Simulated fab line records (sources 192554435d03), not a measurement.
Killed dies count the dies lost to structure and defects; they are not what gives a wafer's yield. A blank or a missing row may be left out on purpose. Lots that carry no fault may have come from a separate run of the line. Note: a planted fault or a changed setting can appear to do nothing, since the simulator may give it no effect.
Matching of chambers    flow n5 finfet    rie diel-02 running N5_BEOL_M1_ETCH_77: 4 sister chambers
The step etches underlayer in N2/H2, target depth 6.5 nm, time 5.2 s. 4 wafers are shown with their chamber, then 12 later ones without.

## WAFERS PAIRED WITH THEIR CHAMBERS
wafer   chamber  throttle valve pct (%)
L087.2  1        17.74
L090.3  3        17.27
L090.4  0        18.05
L090.6  2        18.22

## WAFERS WHOSE CHAMBER IS MISSING
wafer   throttle valve pct (%)
L091.1  17.75
L091.3  17.30
L091.5  17.73
L096.1  18.07
L096.2  17.77
L096.5  18.24
L095.2  18.07
L095.3  17.76
L095.5  18.07
L097.2  18.23
L097.3  17.75
L097.6  17.76

## THE CHAMBER EACH PASSED THROUGH
wafer   from the rows above  in truth
L091.1  1                    1
L091.3  3                    3
L091.5  1                    1
L096.1  0                    0
L096.2  1                    1
L096.5  2                    2
L095.2  0                    0
L095.3  1                    1
L095.5  0                    0
L097.2  2                    2
L097.3  1                    1
L097.6  1                    1
Placed correctly: 12 of 12. From these rows, 0 cannot be placed. Wrongly placed: 0.
How it was worked out, from the rows above alone: a wafer's distance from a chamber is the root of the sum, over the readings, of the square of ((its reading less the chamber's mean) divided by the reading's scatter). If the next closest chamber is less than 2 further off than the closest, the wafer can't be placed; otherwise it belongs to the closest. For every chamber, the mean is computed from those of its wafers that are shown. The scatter: root of mean squared gap, hidden wafer to nearest shown wafer, with one shown wafer a chamber.
